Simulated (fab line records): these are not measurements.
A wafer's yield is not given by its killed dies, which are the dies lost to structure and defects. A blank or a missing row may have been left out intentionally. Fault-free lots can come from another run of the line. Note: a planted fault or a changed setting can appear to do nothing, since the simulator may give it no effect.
The tool behind it: which one? | flow n5 finfet | 36 wafers from 12 lots sampled at 2 of the route's 1938 steps

## WHAT EACH GAUGE READ, for each wafer
N5_BEOL_M12_CD_MEAS_17: the cd target is 140 nm.
lot  | measured     | on        | cd nm (nm)
L079 | day 11 23:44 | cd sem-01 | 141.2 139.7 139.6
L076 | day 12 01:45 | cd sem-02 | 139.6 140.2 139.4
L078 | day 12 16:47 | cd sem-02 | 140.6 141.9 141.5
L081 | day 13 05:32 | cd sem-03 | 141.1 141.1 140.3
L085 | day 14 07:19 | cd sem-02 | 139.3 139.1 138.4
L086 | day 15 17:27 | cd sem-01 | 139.8 141.9 140.0
L083 | day 16 05:08 | cd sem-02 | 140.8 140.4 139.0
L087 | day 16 12:09 | cd sem-02 | 139.3 138.6 140.8
L093 | day 17 12:16 | cd sem-02 | 137.8 138.8 140.4
L094 | day 17 21:40 | cd sem-01 | 140.3 138.1 139.4
L097 | day 18 06:35 | cd sem-02 | 137.3 136.7 139.8
L096 | day 19 01:02 | cd sem-03 | 142.1 142.6 142.4

## TOOL THAT RAN EACH LOT (tool first, then ch and the chambers of the sampled wafers, then the start)
lot  | N5_BEOL_M12_STRIP_64
L079 | plasma asher-01 ch 0,1, day 11 23:35
L076 | plasma asher-02 ch 0,1, day 12 01:36
L078 | plasma asher-02 ch 1, day 12 16:38
L081 | plasma asher-02 ch 0,1, day 13 05:23
L085 | plasma asher-02 ch 0,1, day 14 07:06
L086 | plasma asher-01 ch 0,1, day 15 17:19
L083 | plasma asher-02 ch 0,1, day 16 05:00
L087 | plasma asher-01 ch 0,1, day 16 11:59
L093 | plasma asher-02 ch 0,1, day 17 12:08
L094 | plasma asher-02 ch 0,1, day 17 21:32
L097 | plasma asher-01 ch 0,1, day 18 06:25
L096 | plasma asher-01 ch 0,1, day 19 00:52
- N5_BEOL_M12_STRIP_64: strips in N2/H2.

## THE ANSWER, worked out from the rows above alone
Rule: the lots themselves supply what counts as usual. The widest of any qualifying gaps counts: lots, ordered by their means at a reading, are off when they make up no more than a third of the lots, leave a main group of 4 or more, and stand apart from it by 3 or more times the standard deviation of that group's means. A main group whose means are all the same, to the digits that the tables above print for the reading, isn't used. A lot without any number at a reading at which 4 lots or more have one is off too. Where the step has rows for the other lots, those lots are counted as sound.
None of the lots is off at any reading shown; this tells nothing.

## WHAT HAD BEEN PUT IN BY THE SIMULATOR
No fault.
